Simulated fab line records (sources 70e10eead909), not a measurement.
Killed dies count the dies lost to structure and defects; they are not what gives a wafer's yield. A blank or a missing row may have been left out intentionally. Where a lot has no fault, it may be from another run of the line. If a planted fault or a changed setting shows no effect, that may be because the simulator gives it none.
What tool caused it? / flow nand-harc / Sampling: 7 lots, 21 wafers, 2 of 1302 route steps

WHAT THE GAUGES READ, wafer by wafer
NHARC_A_CHANNEL_HOLE_D1_CD_MEAS_30.
lot=L761; measured=day 9 18:14; on=cd-sem-01; cd-nm (nm)=90.3 89.3 88.8
lot=L765; measured=day 11 05:29; on=cd-sem-02; cd-nm (nm)=91.0 87.5 88.7
lot=L767; measured=day 12 04:29; on=cd-sem-02; cd-nm (nm)=89.7 90.1 91.3
lot=L771; measured=day 14 06:44; on=cd-sem-03; cd-nm (nm)=89.7 91.5 91.0
lot=L776; measured=day 16 01:54; on=cd-sem-01; cd-nm (nm)=89.5 90.2 89.5
lot=L778; measured=day 16 15:03; on=cd-sem-02; cd-nm (nm)=87.7 89.3 90.7
lot=L780; measured=day 17 18:07; on=cd-sem-03; cd-nm (nm)=89.1 90.0 89.7

WHAT TOOL EACH LOT RAN ON (gives the tool, then ch and the chambers of the sampled wafers, and finally the start)
lot=L761; NHARC_A_CHANNEL_HOLE_D1_ETCH_33=har-etch-02 ch 0,1, day 9 16:16
lot=L765; NHARC_A_CHANNEL_HOLE_D1_ETCH_33=har-etch-01 ch 0,1, day 11 03:56
lot=L767; NHARC_A_CHANNEL_HOLE_D1_ETCH_33=har-etch-02 ch 1, day 12 02:56
lot=L771; NHARC_A_CHANNEL_HOLE_D1_ETCH_33=har-etch-01 ch 0,1, day 14 05:02
lot=L776; NHARC_A_CHANNEL_HOLE_D1_ETCH_33=har-etch-01 ch 1, day 16 00:23
lot=L778; NHARC_A_CHANNEL_HOLE_D1_ETCH_33=har-etch-02 ch 0,1, day 16 13:31
lot=L780; NHARC_A_CHANNEL_HOLE_D1_ETCH_33=har-etch-01 ch 0,1, day 17 16:35
- NHARC_A_CHANNEL_HOLE_D1_ETCH_33: etches the open film in C4F8/O2/Ar, time 90 s, target depth 400 nm.

THE ANSWER, worked out from the rows above alone
Rule: what is usual is taken from the lots themselves. Put in order of their means at a reading, lots are off if they are a third of the lots or fewer, leave a main group of 4 or more, and stand apart from it by a gap of 3 or more times the standard deviation of the main group's means; of several such gaps the widest counts. Not used: any main group whose means are identical at the precision the tables above print for the reading. A lot without any number at a reading at which 4 lots or more have one is off too. All remaining lots with rows at the step are treated as sound.
Across all readings shown, no lot is off: no conclusion can be drawn from this.

WHAT HAD BEEN PUT IN BY THE SIMULATOR
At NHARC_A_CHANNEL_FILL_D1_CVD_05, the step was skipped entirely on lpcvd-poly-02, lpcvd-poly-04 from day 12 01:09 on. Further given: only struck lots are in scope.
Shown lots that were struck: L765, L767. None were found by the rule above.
